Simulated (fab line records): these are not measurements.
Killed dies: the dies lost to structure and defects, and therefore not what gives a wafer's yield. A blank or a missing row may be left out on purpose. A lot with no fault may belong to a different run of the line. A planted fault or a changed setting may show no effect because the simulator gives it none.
Matching of chambers || flow n5_finfet || 4 sister chambers for N5_BEOL_M10_ETCH_65 on rie_diel-03
The step etches SiARC in CF4, target depth 39 nm, time 65 s. 4 wafers are shown with their chamber, then 7 later ones without.

## WAFERS WITH THEIR CHAMBER
{"wafer": "L084.1", "chamber": 3, "drypump_motor_current_A (A)": 6.3}
{"wafer": "L084.6", "chamber": 0, "drypump_motor_current_A (A)": 6.1}
{"wafer": "L086.4", "chamber": 2, "drypump_motor_current_A (A)": 5.4}
{"wafer": "L086.5", "chamber": 1, "drypump_motor_current_A (A)": 5.5}

## WAFERS WHOSE CHAMBER IS MISSING
{"wafer": "L086.6", "drypump_motor_current_A (A)": 5.4}
{"wafer": "L087.1", "drypump_motor_current_A (A)": 5.4}
{"wafer": "L087.3", "drypump_motor_current_A (A)": 5.4}
{"wafer": "L087.5", "drypump_motor_current_A (A)": 6.1}
{"wafer": "L090.1", "drypump_motor_current_A (A)": 5.3}
{"wafer": "L090.4", "drypump_motor_current_A (A)": 6.1}
{"wafer": "L090.6", "drypump_motor_current_A (A)": 6.3}

## CHAMBER TAKEN BY EACH
{"wafer": "L086.6", "from the rows above": 2, "in truth": 2}
{"wafer": "L087.1", "from the rows above": 2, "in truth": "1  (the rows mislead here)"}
{"wafer": "L087.3", "from the rows above": 2, "in truth": 2}
{"wafer": "L087.5", "from the rows above": 0, "in truth": 0}
{"wafer": "L090.1", "from the rows above": 2, "in truth": 2}
{"wafer": "L090.4", "from the rows above": 0, "in truth": 0}
{"wafer": "L090.6", "from the rows above": 3, "in truth": 3}
Placed correctly: 6 of 7. Can't be placed from these rows: 0. Placed wrongly: 1.
How it was worked out, from the rows above alone: a wafer's distance from a chamber is the root of the sum, over the readings, of the square of ((its reading less the chamber's mean) divided by the reading's scatter). If the next closest chamber is less than 2 further off than the closest, the wafer can't be placed; otherwise it belongs to the closest. Each chamber's mean is taken over the wafers shown for it. The scatter: root of mean squared gap, hidden wafer to nearest shown wafer, with one shown wafer a chamber.
